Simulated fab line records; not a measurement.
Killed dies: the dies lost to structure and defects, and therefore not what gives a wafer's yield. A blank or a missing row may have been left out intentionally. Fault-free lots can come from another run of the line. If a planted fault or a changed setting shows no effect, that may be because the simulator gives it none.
Matching of chambers ; flow nand harc ; 4 sister chambers for NHARC_P_CONTACT_CMP_24 on cmp-03
The step polishes, t overpolish 30 s, target thk 200 nm. 4 wafers are shown with their chamber, then 12 later ones without.

WAFERS, EACH WITH ITS CHAMBER
wafer;chamber;motor current A (A)
L086.6;2;13.1
L088.1;1;12.4
L088.2;3;11.8
L088.6;0;12.1

WAFERS MISSING THEIR CHAMBER
wafer;motor current A (A)
L088.3;12.5
L088.4;13.6
L088.5;11.7
L091.1;12.1
L091.5;11.1
L091.6;11.8
L094.1;12.3
L094.2;11.5
L094.6;11.2
L097.1;11.1
L097.3;12.2
L097.6;12.4

EACH ONE'S CHAMBER
wafer;from the rows above;in truth
L088.3;can't be placed: 1 or 0 or 2 or 3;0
L088.4;can't be placed: 2 or 1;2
L088.5;can't be placed: 3 or 0 or 1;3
L091.1;can't be placed: 0 or 3 or 1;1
L091.5;can't be placed: 3 or 0 or 1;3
L091.6;can't be placed: 3 or 0 or 1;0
L094.1;can't be placed: 1 or 0 or 3 or 2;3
L094.2;can't be placed: 3 or 0 or 1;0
L094.6;can't be placed: 3 or 0 or 1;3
L097.1;can't be placed: 3 or 0 or 1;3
L097.3;can't be placed: 0 or 1 or 3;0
L097.6;can't be placed: 1 or 0 or 3 or 2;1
Correctly placed: 0 of 12. Can't be placed from these rows: 12 (the true chamber is among the candidates in 12). 0 placed wrongly.
How it was worked out, from the rows above alone: a wafer's distance from a chamber is the root of the sum, over the readings, of the square of ((its reading less the chamber's mean) divided by the reading's scatter). The wafer belongs to the nearest chamber; if the next one is less than 2 further off, it can't be placed. The mean given for a chamber averages the wafers shown for that chamber. The scatter: root of mean squared gap, hidden wafer to nearest shown wafer, with one shown wafer a chamber.
